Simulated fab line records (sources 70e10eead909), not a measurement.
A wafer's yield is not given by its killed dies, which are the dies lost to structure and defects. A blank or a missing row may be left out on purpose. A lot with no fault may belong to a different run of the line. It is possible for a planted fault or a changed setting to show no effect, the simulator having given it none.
fab line records ; flow nand-harc
record lots=6; wafers=18; last-day=25
route steps=1159 shown A_CONTACT@959 A_BLC@964 END@1159
lots untouched by any fault: they come from a run of this same line in which no faults occurred
start-h: the number of hours between the record's first day and the start of the first shown wafer of the lot ; wait-h: hours since the lot's step before ; " as in the row above ; L1.1+2: several wafers, shown together as one row ; - value missing, or start not given ; * or withheld: withheld ; < > ~ a bound
route shown NAME@n: names a module that has steps shown in the file, with the first one's number in the route ; usual: mean and standard deviation over wafers with no fault ; same: alike in all rows ; chamber/n: place in a boat ; sites: readings site by site ; _std_site: how widely they spread, as a standard deviation ; _edge_site: mean of outer sites minus mean of inner sites ; radius-mm: for every site, how far away it sits from the centre of the wafer ; mask NAME#n: copy n ; behind: the most recent tool/chamber to have shaped the wafer ; hold: why the lot went on hold/how many hours it stayed there/how the hold came to an end ; device: transistor that didn't switch, given as n, p or np ; end of line: tests run on the same wafers once the route is complete ; a step given without rows: its recipe and nothing more ; killed: the dies lost at the first sort to structure and to defects; this is not the yield of the wafer ; map: shows each die of a wafer: x if killed, . if not, _ if none is there
set.NAME: setting as actually run; set.NAME@STEP: the setting as run at that earlier step ; model.NAME: the simulator's own value behind a step, which no gauge read
lots at selected steps of the route; one table per step, one row per wafer
services: when a tool's chamber went out of use (start-h, in hours from the record's first day, below 0 if earlier), for how many hours, and the reason
## steps
# step NHARC_A_CONTACT_CVD_19
# recipe target-thk-a=3000; temp-c=300; pressure-torr=40; wf6-flow-sccm=40; h2-flow-sccm=1600; ar-flow-sccm=1560; time-s=802; material=W
# usual heater-power-w=479/26; throttle-valve-pct=7.96/0.19
lot.wafer;tool;chamber;start-h;wait-h;heater-power-w;throttle-valve-pct
L510.1;cvd-w-01;1;-;-;494;8.11
L510.2;cvd-w-01;0;-;-;493;7.85
L510.5;cvd-w-01;1;-;-;521;8.23
L512.1;cvd-w-02;1;-;-;442;7.63
L512.4;cvd-w-02;0;-;-;476;8.04
L512.6;cvd-w-02;0;-;-;474;7.94
L520.2;cvd-w-01;0;-;-;482;7.77
L520.3;cvd-w-01;0;-;-;480;7.67
L520.6;cvd-w-01;1;-;-;519;7.97
L525.1;cvd-w-02;1;-;-;445;7.89
L525.4;cvd-w-02;1;-;-;428;8.17
L525.5;cvd-w-02;1;-;-;434;7.95
L524.1;cvd-w-01;1;-;-;511;7.95
L524.3;cvd-w-01;1;-;-;492;7.97
L524.5;cvd-w-01;1;-;-;510;8.01
L529.2;cvd-w-01;0;-;-;487;7.56
L529.1;cvd-w-01;1;-;-;518;8.02
L529.6;cvd-w-01;0;-;-;495;7.71
# step NHARC_A_CONTACT_CMP_20
# recipe t-overpolish-s=30; target-thk-nm=300
# usual motor-current-A=12.2/1.4; overpolish-run-s=29.999/0.0099; time-to-endpoint-s=61.1/2.5
lot.wafer;tool;chamber;start-h;wait-h;motor-current-A;overpolish-run-s;time-to-endpoint-s
L510.1;cmp-03;1;395.08;0.8;11.9;29.978;65.1
L510.2;cmp-03;2;395.08;0.8;13.4;30.006;60.6
L510.5;cmp-03;0;395.08;0.8;9.9;30.004;60.9
L512.4;cmp-04;1;416.52;0.4;14.2;29.991;58.0
L512.1;cmp-04;3;416.52;0.4;10.5;30.012;60.4
L512.6;cmp-04;1;416.52;0.4;13.8;29.990;58.3
L520.2;cmp-04;0;461.65;0.7;12.2;29.989;62.9
L520.3;cmp-04;2;461.65;0.7;11.6;29.998;62.9
L520.6;cmp-04;3;461.65;0.7;10.2;29.986;61.6
L525.1;cmp-03;1;496.64;0.8;11.7;29.999;56.8
L525.4;cmp-03;3;496.64;0.8;13.9;29.996;58.3
L525.5;cmp-03;1;496.64;0.8;11.6;29.998;60.9
L524.1;cmp-04;2;496.64;0.8;11.3;29.987;60.1
L524.3;cmp-04;3;496.64;0.8;10.7;29.996;60.4
L524.5;cmp-04;1;496.64;0.8;13.5;30.000;58.8
L529.1;cmp-03;3;536.83;0.7;14.0;30.007;61.4
L529.2;cmp-03;0;536.83;0.7;10.7;30.015;63.9
L529.6;cmp-03;1;536.83;0.7;11.3;29.999;60.0
# step NHARC_A_CONTACT_SRD_22
# step NHARC_A_CONTACT_INSPECT_23
# usual raw-defect-count=401/100
lot.wafer;tool;chamber;start-h;wait-h;raw-defect-count
L510.1;defect-inspect-01;-;395.47;0.1;306
L510.2;defect-inspect-01;-;395.47;0.1;540
L510.5;defect-inspect-01;-;395.47;0.1;438
L512.1;defect-inspect-02;-;416.90;0.1;424
L512.4;defect-inspect-02;-;416.90;0.1;468
L512.6;defect-inspect-02;-;416.90;0.1;603
L520.2;defect-inspect-01;-;462.02;0.1;422
L520.3;defect-inspect-01;-;462.02;0.1;641
L520.6;defect-inspect-01;-;462.02;0.1;366
L525.1;defect-inspect-02;-;497.02;0.1;285
L525.4;defect-inspect-02;-;497.02;0.1;386
L525.5;defect-inspect-02;-;497.02;0.1;405
L524.1;defect-inspect-01;-;497.02;0.1;318
L524.3;defect-inspect-01;-;497.02;0.1;407
L524.5;defect-inspect-01;-;497.02;0.1;375
L529.1;defect-inspect-01;-;537.18;0.1;250
L529.2;defect-inspect-01;-;537.18;0.1;306
L529.6;defect-inspect-01;-;537.18;0.1;304
# step NHARC_A_BLC_DEHYDRATE_00
# recipe temp-c=150; time-s=120
# step NHARC_A_BLC_HMDS_01
# recipe time-s=30
# step NHARC_A_BLC_COAT_02
# recipe temp-c=260; time-s=75
# step NHARC_A_BLC_COAT_03
# recipe temp-c=225; time-s=65
# step NHARC_A_BLC_COAT_04
# recipe spin-rpm=1500; resist-thk-nm=90
# step NHARC_A_BLC_SOFTBAKE_05
# recipe temp-c=105; time-s=55
# step NHARC_A_BLC_EBR_06
# step NHARC_A_BLC_EXPOSE_07
# recipe na=1.35; target-cd-nm=100; dose-mj=67.97; mask-id=A_BLC
# usual exposure-dose-mJ-cm2=68.3/0.43
lot.wafer;tool;chamber;start-h;wait-h;mask;exposure-dose-mJ-cm2;model.A_BLC.overlay-x-nm
L510.1;arfi-scanner-01;0;395.83;-;A_BLC#0;68.2;-0.2305
L510.2;arfi-scanner-01;0;395.83;-;A_BLC#0;68.3;-0.2305
L510.5;arfi-scanner-01;0;395.83;-;A_BLC#0;68.2;-0.2305
L512.1;arfi-scanner-02;0;417.14;-;A_BLC#0;67.9;-0.5868
L512.4;arfi-scanner-02;0;417.14;-;A_BLC#0;67.8;-0.5868
L512.6;arfi-scanner-02;0;417.14;-;A_BLC#0;67.9;-0.5868
L520.2;arfi-scanner-01;0;462.27;-;A_BLC#0;68.4;5.189
L520.3;arfi-scanner-01;0;462.27;-;A_BLC#0;68.4;5.189
L520.6;arfi-scanner-01;0;462.27;-;A_BLC#0;68.5;5.189
L525.1;arfi-scanner-01;0;497.38;-;A_BLC#0;68.3;4.311
L525.4;arfi-scanner-01;0;497.38;-;A_BLC#0;68.3;4.311
L525.5;arfi-scanner-01;0;497.38;-;A_BLC#0;68.3;4.311
L524.1;arfi-scanner-02;0;497.54;-;A_BLC#0;67.9;0.5216
L524.3;arfi-scanner-02;0;497.54;-;A_BLC#0;67.9;0.5216
L524.5;arfi-scanner-02;0;497.54;-;A_BLC#0;67.9;0.5216
L529.1;arfi-scanner-02;0;537.55;-;A_BLC#0;68.0;-0.3319
L529.2;arfi-scanner-02;0;537.55;-;A_BLC#0;67.9;-0.3319
L529.6;arfi-scanner-02;0;537.55;-;A_BLC#0;67.9;-0.3319
# step NHARC_A_BLC_PEB_08
# recipe peb-temp-c=100; peb-time-s=65
# step NHARC_A_BLC_DEVELOP_09
# recipe develop-time-s=35; dev-temp-c=23
# step NHARC_A_BLC_CD_MEAS_10
# recipe target-cd-nm=100; landing-energy-ev=500
# usual cd-nm=100.2/0.57
# same landing-energy-ev=500
lot.wafer;tool;chamber;start-h;wait-h;cd-nm
L510.1;cd-sem-02;0;395.97;-;100.5
L510.2;cd-sem-02;0;395.97;-;101.1
L510.5;cd-sem-02;0;395.97;-;100.2
L512.1;cd-sem-01;0;417.28;-;100.1
L512.4;cd-sem-01;0;417.28;-;100.8
L512.6;cd-sem-01;0;417.28;-;100.3
L520.2;cd-sem-02;0;462.41;-;100.9
L520.3;cd-sem-02;0;462.41;-;100.4
L520.6;cd-sem-02;0;462.41;-;101.2
L525.1;cd-sem-02;0;497.52;-;100.5
L525.4;cd-sem-02;0;497.52;-;100.0
L525.5;cd-sem-02;0;497.52;-;99.6
L524.1;cd-sem-01;0;497.68;-;99.2
L524.3;cd-sem-01;0;497.68;-;99.6
L524.5;cd-sem-01;0;497.68;-;99.6
L529.1;cd-sem-02;0;537.69;-;99.8
L529.2;cd-sem-02;0;537.69;-;99.4
L529.6;cd-sem-02;0;537.69;-;100.0
# step NHARC_A_BLC_OVL_MEAS_11
# usual overlay-x-nm=-0.1/0.88; overlay-y-nm=0.1/0.88
lot.wafer;tool;chamber;start-h;wait-h;overlay-x-nm;overlay-y-nm
L510.1;overlay-02;-;396.07;-;-0.1;0.0
L510.2;overlay-02;-;396.07;-;0.4;-0.1
L510.5;overlay-02;-;396.07;-;0.0;0.0
L512.1;overlay-02;-;417.37;-;-0.5;-0.2
L512.4;overlay-02;-;417.37;-;-0.8;0.0
L512.6;overlay-02;-;417.37;-;-0.8;0.4
L520.2;overlay-01;-;462.49;-;5.0;-1.1
L520.3;overlay-01;-;462.49;-;5.0;-1.3
L520.6;overlay-01;-;462.49;-;5.0;-1.2
L525.1;overlay-02;-;497.61;-;4.3;0.4
L525.4;overlay-02;-;497.61;-;4.4;1.2
L525.5;overlay-02;-;497.61;-;4.4;0.8
L524.1;overlay-01;-;497.76;-;0.9;-0.7
L524.3;overlay-01;-;497.76;-;0.2;-1.0
L524.5;overlay-01;-;497.76;-;0.5;-0.6
L529.1;overlay-01;-;537.78;-;-0.8;1.0
L529.2;overlay-01;-;537.78;-;-0.6;0.6
L529.6;overlay-01;-;537.78;-;-0.7;0.7
# step NHARC_A_BLC_INSPECT_12
# usual raw-defect-count=30/14
lot.wafer;tool;chamber;start-h;wait-h;raw-defect-count
L510.1;defect-inspect-01;-;396.11;0.0;13
L510.2;defect-inspect-01;-;396.11;0.0;15
L510.5;defect-inspect-01;-;396.11;0.0;12
L512.1;defect-inspect-02;-;417.41;0.0;34
L512.4;defect-inspect-02;-;417.41;0.0;44
L512.6;defect-inspect-02;-;417.41;0.0;31
L520.2;defect-inspect-01;-;462.53;0.0;37
L520.3;defect-inspect-01;-;462.53;0.0;31
L520.6;defect-inspect-01;-;462.53;0.0;43
L525.1;defect-inspect-01;-;497.65;0.0;10
L525.4;defect-inspect-01;-;497.65;0.0;20
L525.5;defect-inspect-01;-;497.65;0.0;17
L524.1;defect-inspect-02;-;497.80;0.0;48
L524.3;defect-inspect-02;-;497.80;0.0;43
L524.5;defect-inspect-02;-;497.80;0.0;56
L529.1;defect-inspect-01;-;537.82;0.0;43
L529.2;defect-inspect-01;-;537.82;0.0;44
L529.6;defect-inspect-01;-;537.82;0.0;42
# step NHARC_END_SORT_01
# recipe temp-c=25
# usual killed-at-array=27/11; killed-at-other=0.7/0.93; killed-at-periphery=2.9/1.9; killed-dies=30/11; killed-open=3.1/1.7; killed-short=1.9/1.3
# same gross-dies=677
lot.wafer;tool;chamber;start-h;wait-h;killed-at-array;killed-at-other;killed-at-periphery;killed-dies;killed-open;killed-short
L510.1;prober-01;0;436.50;2.5;18;1;7;26;4;4
L510.2;prober-01;0;437.31;2.8;14;0;1;15;2;0
L510.5;prober-01;0;439.73;3.7;14;0;8;22;5;4
L512.1;prober-01;0;463.74;2.5;31;2;1;34;3;3
L512.4;prober-01;0;466.14;3.4;42;1;5;48;2;4
L512.6;prober-01;0;467.74;4.0;31;0;1;32;1;3
L520.2;prober-01;0;507.29;2.8;34;1;4;39;2;1
L520.3;prober-01;0;508.08;3.1;27;0;8;35;2;0
L520.6;prober-01;0;510.44;3.9;34;1;3;38;5;1
L524.1;prober-02;0;549.70;2.5;48;0;2;50;8;2
L524.3;prober-02;0;551.28;3.1;41;2;2;45;4;4
L524.5;prober-02;0;552.86;3.7;33;0;2;35;4;2
L525.1;prober-01;0;557.37;2.5;8;0;3;11;1;1
L525.4;prober-01;0;559.76;3.4;20;0;3;23;2;3
L525.5;prober-01;0;560.56;3.7;16;0;4;20;1;1
L529.1;prober-02;0;598.03;2.5;31;0;1;32;4;1
L529.2;prober-02;0;598.82;2.8;38;0;4;42;2;3
L529.6;prober-02;0;601.98;3.9;38;0;3;41;3;1
# killed by level:class
L510.1 A_WL_FILL:chamber-film-flake=4 P_ZERO_WELL:chamber-film-flake=3 A_STAIRCASE:chamber-film-flake=3 A_CONTACT:chamber-film-flake=3 A_CHANNEL_HOLE_D1:chamber-film-flake=2 P_GATE:geometric-particle:open=1 P_M0:geometric-particle:open=1 A_CHANNEL_HOLE_D1:geometric-particle:short=1
L510.2 A_STAIRCASE:chamber-film-flake=6 A_CHANNEL_HOLE_D1:chamber-film-flake=2 A_SOURCE_PLATE:geometric-particle:open=1 A_CONTACT:geometric-particle:open=1 P_STI:chamber-film-flake=1 A_CHANNEL_FILL_D1:chamber-film-flake=1 A_SLIT:chamber-film-flake=1 A_WL_FILL:chamber-film-flake=1
L510.5 P_ZERO_WELL:chamber-film-flake=5 A_STAIRCASE:chamber-film-flake=3 A_CONTACT:geometric-particle:open=2 A_CHANNEL_HOLE_D1:chamber-film-flake=2 A_CONTACT:chamber-film-flake=2 P_GATE:geometric-particle:short=1 P_M0:geometric-particle:open=1 P_M0:geometric-particle:short=1
L512.1 A_CHANNEL_HOLE_D1:chamber-film-flake=10 A_SLIT:chamber-film-flake=9 A_STAIRCASE:chamber-film-flake=3 A_ONON_D1:geometric-particle:short=2 A_ONON_D1:geometric-particle:open=2 THIN_TSV:chamber-film-flake=2 A_WL_FILL:chamber-film-flake=2 A_CHANNEL_FILL_D1:geometric-particle:short=1
L512.4 A_CHANNEL_HOLE_D1:chamber-film-flake=13 A_SLIT:chamber-film-flake=12 A_STAIRCASE:chamber-film-flake=10 A_CONTACT:chamber-film-flake=3 A_SGD_CUT:geometric-particle:short=2 P_M0:geometric-particle:short=1 P_M0:geometric-particle:open=1 A_CHANNEL_HOLE_D1:geometric-particle:short=1
L512.6 A_CHANNEL_HOLE_D1:chamber-film-flake=15 A_SLIT:chamber-film-flake=10 A_CONTACT:chamber-film-flake=2 P_STI:geometric-particle:short=1 A_CHANNEL_FILL_D1:geometric-particle:short=1 A_CHANNEL_FILL_D1:geometric-particle:open=1 A_CONTACT:geometric-particle:short=1 A_WL_FILL:chamber-film-flake=1
L520.2 A_SLIT:chamber-film-flake=16 A_CONTACT:chamber-film-flake=7 A_STAIRCASE:chamber-film-flake=4 P_M1:chamber-film-flake=3 A_ZERO_WELL:chamber-film-flake=2 A_CHANNEL_HOLE_D1:chamber-film-flake=2 A_CHANNEL_FILL_D1:geometric-particle:open=1 A_WL_FILL:geometric-particle:open=1
L520.3 A_SLIT:chamber-film-flake=11 A_CHANNEL_HOLE_D1:chamber-film-flake=7 P_M1:chamber-film-flake=5 A_STAIRCASE:chamber-film-flake=4 A_CONTACT:chamber-film-flake=2 P_CONTACT:geometric-particle:open=1 P_GATE:chamber-film-flake=1 A_BLC:geometric-particle:open=1
L520.6 A_SLIT:chamber-film-flake=16 A_CONTACT:chamber-film-flake=5 A_STAIRCASE:chamber-film-flake=4 A_BLC:geometric-particle:open=3 P_M1:chamber-film-flake=2 A_CHANNEL_HOLE_D1:chamber-film-flake=2 P_M0:geometric-particle:open=1 A_SLIT:geometric-particle:short=1
L524.1 A_CHANNEL_HOLE_D1:chamber-film-flake=25 A_SLIT:chamber-film-flake=14 A_CONTACT:geometric-particle:open=3 P_STI:geometric-particle:open=1 P_GATE:geometric-particle:open=1 A_SOURCE_PLATE:geometric-particle:open=1 A_ONON_D1:geometric-particle:short=1 A_CHANNEL_HOLE_D1:geometric-particle:open=1
L524.3 A_CHANNEL_HOLE_D1:chamber-film-flake=20 A_SLIT:chamber-film-flake=14 A_CHANNEL_FILL_D1:geometric-particle:short=3 THIN_TSV:chamber-film-flake=2 P_M1:geometric-particle:open=1 A_ONON_D1:geometric-particle:open=1 A_CHANNEL_HOLE_D1:geometric-particle:open=1 A_SGD_CUT:geometric-particle:short=1
L524.5 A_CHANNEL_HOLE_D1:chamber-film-flake=17 A_SLIT:chamber-film-flake=11 P_M0:geometric-particle:open=1 A_SOURCE_PLATE:geometric-particle:short=1 A_CHANNEL_FILL_D1:geometric-particle:short=1 A_CHANNEL_FILL_D1:geometric-particle:open=1 A_CONTACT:geometric-particle:open=1 A_BLC:geometric-particle:open=1
L525.1 A_CHANNEL_HOLE_D1:chamber-film-flake=4 P_M1:geometric-particle:open=1 A_CHANNEL_FILL_D1:geometric-particle:short=1 P_GATE:chamber-film-flake=1 P_M0:chamber-film-flake=1 A_ZERO_WELL:chamber-film-flake=1 A_SLIT:chamber-film-flake=1 A_CONTACT:chamber-film-flake=1
L525.4 A_CHANNEL_HOLE_D1:chamber-film-flake=11 A_CONTACT:chamber-film-flake=3 P_M0:chamber-film-flake=2 P_CONTACT:geometric-particle:short=1 A_ONON_D1:geometric-particle:open=1 A_SGD_CUT:geometric-particle:short=1 A_WL_FILL:geometric-particle:short=1 A_CONTACT:geometric-particle:open=1
L525.5 A_CHANNEL_HOLE_D1:chamber-film-flake=9 A_CONTACT:chamber-film-flake=3 P_GATE:chamber-film-flake=2 P_M1:geometric-particle:short=1 A_WL_FILL:geometric-particle:open=1 P_M0:chamber-film-flake=1 A_STAIRCASE:chamber-film-flake=1 A_SLIT:chamber-film-flake=1
L529.1 A_SLIT:chamber-film-flake=13 A_CHANNEL_HOLE_D1:chamber-film-flake=7 A_M0:chamber-film-flake=4 A_CONTACT:geometric-particle:open=2 A_ZERO_WELL:chamber-film-flake=2 P_CONTACT:geometric-particle:open=1 A_ONON_D1:geometric-particle:open=1 A_ONON_D1:geometric-particle:short=1
L529.2 A_SLIT:chamber-film-flake=18 A_CONTACT:chamber-film-flake=8 A_CHANNEL_HOLE_D1:chamber-film-flake=4 A_STAIRCASE:chamber-film-flake=3 P_GATE:chamber-film-flake=2 A_M0:chamber-film-flake=2 P_M0:geometric-particle:open=1 P_M0:geometric-particle:short=1
L529.6 A_SLIT:chamber-film-flake=14 A_CHANNEL_HOLE_D1:chamber-film-flake=9 A_M0:chamber-film-flake=6 A_CONTACT:chamber-film-flake=4 P_GATE:chamber-film-flake=2 P_M0:geometric-particle:open=1 A_CHANNEL_FILL_D1:geometric-particle:open=1 A_CHANNEL_FILL_D1:geometric-particle:short=1
## services
tool;chamber;start-h;hours;kind
arfi-scanner-01;-;371.97;8.7;repair
cvd-w-02;-;382.69;13.0;pm
arfi-scanner-02;0;394.54;-;calibration
cmp-04;-;399.16;4.0;pm
cmp-04;-;403.16;-;consumable-replace:conditioner
cmp-04;-;403.16;-;consumable-replace:pad
cmp-04;-;405.70;1.8;repair
arfi-scanner-01;-;413.92;5.4;repair
arfi-scanner-01;-;426.47;0.4;repair
arfi-scanner-02;-;428.00;4.0;pm
cmp-03;-;450.22;4.0;pm
arfi-scanner-01;0;451.62;-;calibration
cmp-03;-;454.22;-;consumable-replace:conditioner
cvd-w-01;1;472.73;8.5;repair
arfi-scanner-01;-;477.17;0.9;repair
cvd-w-01;-;480.46;13.0;pm
cvd-w-01;0;480.46;13.0;vent-cycle
cvd-w-02;0;480.54;4.4;repair
cmp-03;-;489.20;1.0;repair
cvd-w-01;0;493.46;-;clean
cvd-w-01;1;493.46;-;clean
cmp-04;-;497.16;4.0;pm
cvd-w-01;1;517.64;2.8;repair
arfi-scanner-02;-;535.29;0.3;repair
## key
first-sign step=NHARC_A_BLC_OVL_MEAS_11; reading=overlay-x-nm; direction=up; sigmas=5.4; usual=-0.1; struck=4.7
effect none on later readings
model-effect step=NHARC_A_BLC_EXPOSE_07; value=A_BLC.overlay-x-nm; without=-0.2403; struck=4.75
met-at NHARC_A_BLC_EXPOSE_07
struck-wafers L520.2,L520.3,L520.6,L525.1,L525.4,L525.5
tester-left-out L520,L525
onset-between 395.83 462.27
fault kind=scanner-matching-overlay; tool=arfi-scanner-01; chamber=-; onset-h=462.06; steps=NHARC_A_BLC_EXPOSE_07; offset=4.9903
# tester-left-out: of these lots the tester's yield and bins aren't shown, on N5 and GAA mostly nor the transistor test; their killed dies are dies lost to structure and defects alone, not to doping, threshold or leakage, so they don't give the yield
